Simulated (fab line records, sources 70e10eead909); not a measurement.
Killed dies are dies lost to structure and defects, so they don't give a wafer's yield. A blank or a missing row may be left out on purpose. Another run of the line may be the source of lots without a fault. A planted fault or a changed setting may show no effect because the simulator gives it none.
Comparing a struck lot with a sound one || flow nand_harc || 13 steps out of a route of 1302
Sound: these wafers, L655.2, L655.4, L655.6. Wafers L668.1, L668.2, L668.3 were the ones struck. The cause is named last.
For every step that has rows: the tool of each side, followed by ch and its chambers, followed by its first start. Under that, the readings that differ: sound wafers || struck wafers || difference of the means || sigmas: that difference in standard deviations of wafers without a fault.
alike: words and numbers the same on both sides, and readings whose means are apart by under 2 such deviations; not compared: readings that were withheld, readings missing a value for some wafer, numbers with overlapping values and no deviation given by the record, and bounds like >300 which may hide the same value.
A row with sigmas, a row that says differs or no value, or rows on one side alone: a step with any of these is where the two part. Non-overlapping numbers with no deviation appear without sigmas and do not part them. A reading that every wafer of one side lacks parts them only if that side has two wafers or more.

NHARC_A_STAIRCASE_STRIP_475: strips in O2, time 20 s.
  sound: rie_diel-13 ch 0,1,3; struck: rie_diel-13 ch 0,1,2
  alike: chamber_pressure_mTorr, drypump_motor_current_A, mfc_ar_sccm, oes_product_au, rf_vpp_V, showerhead_plenum_p_Torr, throttle_valve_pct
  not compared: rf_hours_counter_h
NHARC_A_STAIRCASE_DEP_471: deposits SiO2, target thk 100 nm.
  sound on pecvd-04 ch 0,1,2, day 20 12:22; struck on pecvd-03 ch 0,1,2, day 25 20:31
  alike: heater_power_w, throttle_valve_pct
NHARC_A_STAIRCASE_CMP_472: polishes SiO2.
  sound on cmp-02 ch 0,2,3, day 20 12:35; struck on cmp-02 ch 0,1,3, day 25 20:47
  alike: motor_current_A
next, for these wafers, 1 step has no rows: NHARC_A_STAIRCASE_SRD_474.
NHARC_A_STAIRCASE_INSPECT_155:
  struck on defect_inspect-01, day 25 21:08; sound on defect_inspect-01, day 20 12:57
  alike: raw_defect_count
NHARC_A_SGD_CUT_DEP_00: deposits SiNx, target thk 50 nm.
  sound on pecvd-03 ch 1,2, day 20 13:05; struck on pecvd-04 ch 0,1,2, day 25 21:12
  alike: heater_power_w
then, 5 steps without rows for these wafers: NHARC_A_SGD_CUT_DEHYDRATE_01 (time 120 s); NHARC_A_SGD_CUT_HMDS_02 (time 30 s); NHARC_A_SGD_CUT_COAT_56 (time 75 s); NHARC_A_SGD_CUT_COAT_57 (time 65 s); NHARC_A_SGD_CUT_COAT_03 (resist thk 90 nm).
NHARC_A_SGD_CUT_SOFTBAKE_04: time 55 s.
  sound on litho_track-01 ch 0, day 20 13:00; struck on litho_track-01 ch 0, day 25 21:00
{"reading": "heater_power_total_W (W)", "sound": "188.45 188.31 188.51", "struck": "185.15 185.33 185.19", "difference": -3.20, "sigmas": -25}
next, for these wafers, 1 step has no rows: NHARC_A_SGD_CUT_EBR_05.

== WHERE THEY PART ==
Only at NHARC_A_SGD_CUT_SOFTBAKE_04, as far as this record shows.

WHY: what the simulator had put in
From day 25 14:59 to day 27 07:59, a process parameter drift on litho_track-01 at NHARC_A_SGD_CUT_SOFTBAKE_04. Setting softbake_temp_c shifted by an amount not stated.
